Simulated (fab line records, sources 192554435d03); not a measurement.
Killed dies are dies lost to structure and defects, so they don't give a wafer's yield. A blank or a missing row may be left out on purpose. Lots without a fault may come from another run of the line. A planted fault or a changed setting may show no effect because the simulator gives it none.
Chamber matching | flow n5_finfet | N5_DUMMY_GATE_STRIP_41 on rie_diel-04: 4 sister chambers
The step strips in O2. 4 wafers are shown with their chamber, then 11 later ones without.

WAFERS WITH THEIR CHAMBER
wafer  | chamber | showerhead_plenum_p_Torr (Torr)
L083.5 | 3       | 2.00
L086.1 | 0       | 2.15
L086.5 | 1       | 2.15
L090.3 | 2       | 2.17

WAFERS WITHOUT THEIR CHAMBER
wafer  | showerhead_plenum_p_Torr (Torr)
L090.4 | 2.14
L090.6 | 2.14
L094.1 | 2.16
L094.2 | 2.14
L094.3 | 2.14
L094.4 | 2.26
L094.5 | 2.14
L094.6 | 2.14
L095.1 | 2.26
L095.3 | 2.14
L095.4 | 2.14

WHICH CHAMBER EACH WENT THROUGH
wafer  | from the rows above          | in truth
L090.4 | can't be placed: 0 or 1 or 2 | 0
L090.6 | can't be placed: 0 or 1 or 2 | 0
L094.1 | can't be placed: 2 or 0 or 1 | 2
L094.2 | can't be placed: 0 or 1 or 2 | 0
L094.3 | can't be placed: 0 or 1 or 2 | 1
L094.4 | can't be placed: 2 or 0 or 1 | 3
L094.5 | can't be placed: 0 or 1 or 2 | 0
L094.6 | can't be placed: 0 or 1 or 2 | 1
L095.1 | can't be placed: 2 or 0 or 1 | 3
L095.3 | can't be placed: 0 or 1 or 2 | 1
L095.4 | can't be placed: 0 or 1 or 2 | 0
Placed correctly: 0 of 11. Can't be placed from these rows: 11 (the true chamber is among the candidates in 9). Placed wrongly: 0.
How it was worked out, from the rows above alone: a wafer's distance from a chamber is the root of the sum, over the readings, of the square of ((its reading less the chamber's mean) divided by the reading's scatter). The wafer belongs to the nearest chamber; if the next one is less than 2 further off, it can't be placed. A chamber's mean is the mean of its shown wafers. The scatter: with one shown wafer a chamber, the root of the mean of the squares of how far each hidden wafer lies from its nearest shown one.
